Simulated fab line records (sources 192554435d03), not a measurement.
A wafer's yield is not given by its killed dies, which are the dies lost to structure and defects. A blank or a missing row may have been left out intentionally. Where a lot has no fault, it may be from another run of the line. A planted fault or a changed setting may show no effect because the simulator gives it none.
A lot that was struck, set against a sound lot	flow n5Finfet	39 steps out of a route of 1938
Sound: the wafers L909.2, L909.3, L909.4. Struck: wafers L915.2, L915.3, L915.4. At the end, the cause is stated.
For every step that has rows: the tool of each side, followed by ch and its chambers, followed by its first start. Under that, the readings that differ: sound wafers	struck wafers	difference of the means	sigmas: that difference in standard deviations of wafers without a fault.
alike: readings with means less than 2 such deviations apart, plus words and numbers identical on both sides. not compared: withheld readings, readings lacking a value on some wafer, bounds such as >300 that could conceal the same value, and numbers that have no deviation in the record and whose values overlap.
The two part at a step that has a row with sigmas, a row that says differs or no value, or rows on one side only. Non-overlapping numbers with no deviation appear without sigmas and do not part them. Lack of a reading on every wafer of one side parts them only where that side has two or more wafers.

first, 11 steps without rows for these wafers: N5_BEOL_M1_PRECLEAN_42 (cleans in residue remover, time 60 s); N5_BEOL_M1_SRD_43 (time 30 s); N5_BEOL_M1_DEGAS_44 (time 60 s); N5_BEOL_M1_PRE_CLEAN_45 (time 30 s); N5_BEOL_M1_ALD_84 (deposits TaN, pulse time 2 s, purge time 3 s, co reactant purge time 2 s); N5_BEOL_M1_SURFACE_TREAT_85; N5_BEOL_M1_CVD_47 (deposits Co from CCTBA/H2, target thk 3 nm, time 223.8 s); N5_BEOL_M1_SPUTTER_48 (material Cu, target thk 4.5 nm, time 8.29 s); N5_BEOL_M1_ANNEAL_49 (time 240 s); N5_BEOL_M1_SPUTTER_79 (material Cu, target thk 4.5 nm, time 8.29 s); N5_BEOL_M1_ANNEAL_80 (time 240 s).
N5_BEOL_M1_SPUTTER_81: material Cu, target thk 4.5 nm, time 8.29 s.
  sound on pvdSputter-02, day 7 13:26; struck on pvdSputter-02, day 9 00:43
  alike: susceptorTempC, throttleValvePct
then, 25 steps without rows for these wafers: N5_BEOL_M1_ANNEAL_82 (time 240 s); N5_BEOL_M1_SPUTTER_86 (material Cu, target thk 4.5 nm, time 8.29 s); N5_BEOL_M1_ANNEAL_87 (time 240 s); N5_BEOL_M1_SPUTTER_88 (material Cu, target thk 4.5 nm, time 8.29 s); N5_BEOL_M1_ANNEAL_89 (time 240 s); N5_BEOL_M1_SPUTTER_90 (material Cu, target thk 4.5 nm, time 8.29 s); N5_BEOL_M1_ANNEAL_91 (time 240 s); N5_BEOL_M1_SPUTTER_92 (material Cu, target thk 4.5 nm, time 8.29 s); N5_BEOL_M1_ANNEAL_93 (time 240 s); N5_BEOL_M1_SPUTTER_94 (material Cu, target thk 4.5 nm, time 8.29 s); N5_BEOL_M1_ANNEAL_95 (time 240 s); N5_BEOL_M1_SPUTTER_96 (material Cu, target thk 4.5 nm, time 8.29 s); N5_BEOL_M1_ECD_50 (material Cu, target thk 300 nm); N5_BEOL_M1_ANNEAL_51 (time 90 s); N5_BEOL_M1_CMP_52 (polishes, stops on SiOC, t overpolish 6.8 s, target thk 40 nm); N5_BEOL_M1_PRE_CLEAN_60 (time 15 s); N5_BEOL_M1_CO_CAP_55 (material Co, precursor CCTBA/H2, target thk 2 nm, time 102.1 s); N5_BEOL_M1_PRE_CLEAN_56 (time 15 s); N5_BEOL_M1_DEP_57 (deposits SiCN from 3MS/NH3, target thk 8 nm, time 14 s); N5_BEOL_M2_ILD_DEP_00 (deposits SiOC from DEMS/O2, target thk 79 nm, time 15.3 s); N5_BEOL_M2_PECVD_72 (deposits SiO2 from TEOS/O2, target thk 16 nm, time 18 s); N5_BEOL_M2_HM_DEP_02 (deposits TiN, target thk 20 nm); N5_BEOL_M2_COAT_61 (time 60 s, resist thk 60 nm); N5_BEOL_M2_COAT_62 (time 60 s, resist thk 12 nm); N5_BEOL_M2_COAT_73 (time 60 s, resist thk 5 nm).
N5_BEOL_M4_RC_MEAS_101:
  sound on prober-01 ch 0, day 9 06:17; struck on prober-01 ch 0, day 11 00:37
reading	sound	struck	difference	sigmas
IOFF_N (nA/um)	0.193 0.178 0.171	0.000 0.000 0.000	-0.181	-7
IOFF_N_85C (nA/um)	3.7 3.5 3.4	0.0 0.0 0.0	-3.5	-8
IOFF_N_LIN (nA/um)	0.090 0.085 0.084	0.000 0.000 0.000	-0.086	-8
IOFF_N_LONG (nA/um)	6.2e-05 6.2e-05 6.4e-05	3.3e-05 3.4e-05 3.3e-05	-2.9e-05	-10
ION_N (uA/um)	678 677 693	239 240 244	-442	-40
VT_N (mV)	243 246 246	459 459 453	+212	+66
VT_N_LONG (mV)	276.1 268.7 270.6	476.9 477.9 476.7	+205.4	+93
VT_N_LVT (mV)	94 96 96	304 301 298	+206	+62
  alike: DIBL_N, DIBL_P, IOFF_P, ION_P, SS_N, SS_P, VT_P
-- a jump in the record: the struck wafers' starts before and after are 5 days apart (it breaks off in module BEOL_M4 and resumes in module PASSIVATION, where the first step shown is number 1936 of the route) --
N5_PASSIVATION_PROBE_49:
  sound on prober-01, day 13 11:28; struck on prober-01, day 16 04:31
reading	sound	struck	difference	sigmas
killedAtContacts	5 9 4	24 20 15	+14	+2
sort_bin_8_speed (%)	0 0 0	90.42 90.85 90.25	+90.51	+99 or more
sortNPass	1075 1055 1096	0 0 0	-1075	-63
sortYieldPct (%)	91.1 89.4 92.9	0 0 0	-91	-61
  alike: defectLimitedYield, killed_at_M0_to_M3, killed_at_M4_up, killedAtFrontEnd, killedAtOther, killedDies, killedOpen, killedShort, sort_bin_5_function, sort_bin_6_memory

== WHERE THEY PART ==
Last at N5_PASSIVATION_PROBE_49 as far as this record goes, first at N5_BEOL_M4_RC_MEAS_101.

WHY: what had been put in by the simulator
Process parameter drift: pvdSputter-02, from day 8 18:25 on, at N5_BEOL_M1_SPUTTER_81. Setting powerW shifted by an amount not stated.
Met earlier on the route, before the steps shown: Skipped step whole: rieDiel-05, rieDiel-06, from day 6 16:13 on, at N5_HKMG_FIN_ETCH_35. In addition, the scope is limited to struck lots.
